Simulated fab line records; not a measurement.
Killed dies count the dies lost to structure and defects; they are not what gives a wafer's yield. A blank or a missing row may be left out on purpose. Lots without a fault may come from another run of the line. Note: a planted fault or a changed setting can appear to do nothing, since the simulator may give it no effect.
A lot that was struck, set against a sound lot / flow nand-harc / 14 steps out of a route of 1159
Sound: these wafers, L662.2, L662.4, L662.5. Struck: wafer L671.4 (L671.2, L671.3, from the same lot, were not struck and are left out); the cause is given at the end.
At each step with rows: each side's tool, then ch and its chambers, then its first start. Under that, the readings that differ: sound wafers / struck wafers / difference of the means / sigmas: that difference in standard deviations of wafers without a fault.
alike: a reading whose means differ by less than 2 such deviations, as well as words and numbers matching on both sides. not compared: withheld readings; readings where some wafer has no value; bounds like >300 that might hide an equal value; numbers whose values overlap and for which the record gives no deviation.
The two part at a step that has a row with sigmas, a row that says differs or no value, or rows on one side only. Numbers that don't overlap but have no deviation are shown without sigmas and don't part them. A reading missing from all wafers of one side parts the sides only when that side holds two or more wafers.

first, 7 steps without rows for these wafers: NHARC_A_STAIRCASE_COAT_211; NHARC_A_STAIRCASE_SOFTBAKE_212 (time 170 s); NHARC_A_STAIRCASE_EBR_213; NHARC_A_STAIRCASE_EXPOSE_214 (exposes mask STAIR 3); NHARC_A_STAIRCASE_PEB_215 (peb time 130 s); NHARC_A_STAIRCASE_DEVELOP_216 (time 140 s); NHARC_A_STAIRCASE_HARDBAKE_218 (time 140 s).
NHARC_A_STAIRCASE_DESCUM_219: chemistry O2, time 3 s.
  sound on rie-diel-02 ch 0,1,3, day 11 09:10; struck on rie-diel-11 ch 3, day 13 11:47
reading=oes-product-au (a.u.); sound=0.996 1.007 1.020; struck=0.985; difference=-0.023; sigmas=-2
  alike: chamber-pressure-mTorr, drypump-motor-current-A, rf-vpp-V, showerhead-plenum-p-Torr, throttle-valve-pct
  not compared: rf-hours-counter-h
NHARC_A_STAIRCASE_TRIM_220: chemistry O2, time 211.2 s.
  sound on rie-diel-02 ch 1,2,3, day 11 09:15; struck on rie-diel-11 ch 1, day 13 11:53
reading=chamber-pressure-mTorr (mTorr); sound=59.99 59.90 59.99; struck=60.08; difference=+0.12; sigmas=+2
  alike: drypump-motor-current-A, oes-product-au, rf-vpp-V, showerhead-plenum-p-Torr, throttle-valve-pct
  not compared: rf-hours-counter-h
NHARC_A_STAIRCASE_ETCH_221: etches the open film in C4F8/O2, target depth 100 nm, time 40.5 s.
  sound on rie-diel-02 ch 1,2; struck on rie-diel-11 ch 1
  alike: chamber-pressure-mTorr, oes-product-au, rf-vpp-V, run-length-s
  not compared: rf-hours-counter-h
NHARC_A_STAIRCASE_TRIM_222: chemistry O2, time 211.2 s.
  sound on rie-diel-02 ch 0,2; struck on rie-diel-11 ch 0
reading=drypump-motor-current-A (A); sound=5.10 5.81 5.83; struck=6.16; difference=+0.58; sigmas=+2
  alike: chamber-pressure-mTorr, oes-product-au, rf-vpp-V, showerhead-plenum-p-Torr, throttle-valve-pct
  not compared: rf-hours-counter-h
NHARC_A_STAIRCASE_ETCH_223: etches the open film in C4F8/O2, target depth 100 nm, time 40.5 s.
  sound on rie-diel-02 ch 1,2,3, day 11 09:37; struck on rie-diel-11 ch 0, day 13 12:16
reading=run-length-s (s); sound=62.3 61.3 62.6; struck=48.0; difference=-14.1; sigmas=-34
  alike: chamber-pressure-mTorr, oes-product-au, rf-vpp-V
  not compared: rf-hours-counter-h
NHARC_A_STAIRCASE_TRIM_224: chemistry O2, time 211.2 s.
  sound on rie-diel-02 ch 0,3; struck on rie-diel-11 ch 3
reading=oes-product-au (a.u.); sound=0.999 1.009 1.014; struck=0.986; difference=-0.021; sigmas=-2
reading=showerhead-plenum-p-Torr (Torr); sound=3.57 3.29 3.29; struck=3.66; difference=+0.28; sigmas=+2
  alike: chamber-pressure-mTorr, drypump-motor-current-A, rf-vpp-V, throttle-valve-pct
  not compared: rf-hours-counter-h
-- break in the record here, with 9 days between the starts of the struck wafers on either side (left off in module A_STAIRCASE, picked up again in module END, where the first step shown is number 1159 on the route) --
NHARC_END_SORT_01:
  at this point the record logs the struck wafers (prober-01 ch 0, day 22 02:50) and has no rows for the sound ones

== WHERE THEY PART ==
At NHARC_A_STAIRCASE_DESCUM_219 first; at NHARC_END_SORT_01 last (within this record only).

WHY: whatever the simulator had introduced
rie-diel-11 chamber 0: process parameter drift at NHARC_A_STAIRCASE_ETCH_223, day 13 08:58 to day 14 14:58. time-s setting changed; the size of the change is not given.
